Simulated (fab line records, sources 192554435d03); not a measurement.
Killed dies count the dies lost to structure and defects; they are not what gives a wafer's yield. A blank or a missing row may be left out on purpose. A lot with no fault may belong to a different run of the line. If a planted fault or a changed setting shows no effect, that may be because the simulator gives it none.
Chamber matching || flow n5_finfet || N5_FIN_CUT_CUT_ETCH_28 on rie_si-05: 4 sister chambers
The step etches Si in HBr/Cl2/O2, target depth 6 nm, time 2.4 s. 4 wafers are shown with their chamber, then 9 later ones without.

## WAFERS WITH THEIR CHAMBER
{"wafer": "L079.5", "chamber": 3, "throttle_valve_pct (%)": 37.0}
{"wafer": "L091.1", "chamber": 2, "throttle_valve_pct (%)": 37.9}
{"wafer": "L091.4", "chamber": 1, "throttle_valve_pct (%)": 36.5}
{"wafer": "L091.5", "chamber": 0, "throttle_valve_pct (%)": 36.9}

## WAFERS WHOSE CHAMBER IS MISSING
{"wafer": "L093.2", "throttle_valve_pct (%)": 36.6}
{"wafer": "L093.4", "throttle_valve_pct (%)": 36.9}
{"wafer": "L093.6", "throttle_valve_pct (%)": 37.0}
{"wafer": "L095.1", "throttle_valve_pct (%)": 37.0}
{"wafer": "L095.5", "throttle_valve_pct (%)": 36.6}
{"wafer": "L095.6", "throttle_valve_pct (%)": 37.0}
{"wafer": "L097.1", "throttle_valve_pct (%)": 36.6}
{"wafer": "L097.3", "throttle_valve_pct (%)": 37.0}
{"wafer": "L097.5", "throttle_valve_pct (%)": 36.9}

## WHICH CHAMBER EACH WENT THROUGH
{"wafer": "L093.2", "from the rows above": 1, "in truth": 1}
{"wafer": "L093.4", "from the rows above": "can't be placed: 0 or 3", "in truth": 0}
{"wafer": "L093.6", "from the rows above": "can't be placed: 3 or 0", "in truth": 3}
{"wafer": "L095.1", "from the rows above": "can't be placed: 3 or 0", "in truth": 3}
{"wafer": "L095.5", "from the rows above": 1, "in truth": 1}
{"wafer": "L095.6", "from the rows above": "can't be placed: 3 or 0", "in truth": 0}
{"wafer": "L097.1", "from the rows above": 1, "in truth": 1}
{"wafer": "L097.3", "from the rows above": "can't be placed: 3 or 0", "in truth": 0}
{"wafer": "L097.5", "from the rows above": "can't be placed: 0 or 3", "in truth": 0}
Correctly placed: 3 of 9. Unplaceable from these rows: 6, with the true chamber sitting among the candidates in 6. 0 placed wrongly.
How it was worked out, from the rows above alone: a wafer's distance from a chamber is the root of the sum, over the readings, of the square of ((its reading less the chamber's mean) divided by the reading's scatter). The wafer belongs to the nearest chamber; if the next one is less than 2 further off, it can't be placed. The mean given for a chamber averages the wafers shown for that chamber. The scatter: with one shown wafer a chamber, the root of the mean of the squares of how far each hidden wafer lies from its nearest shown one.
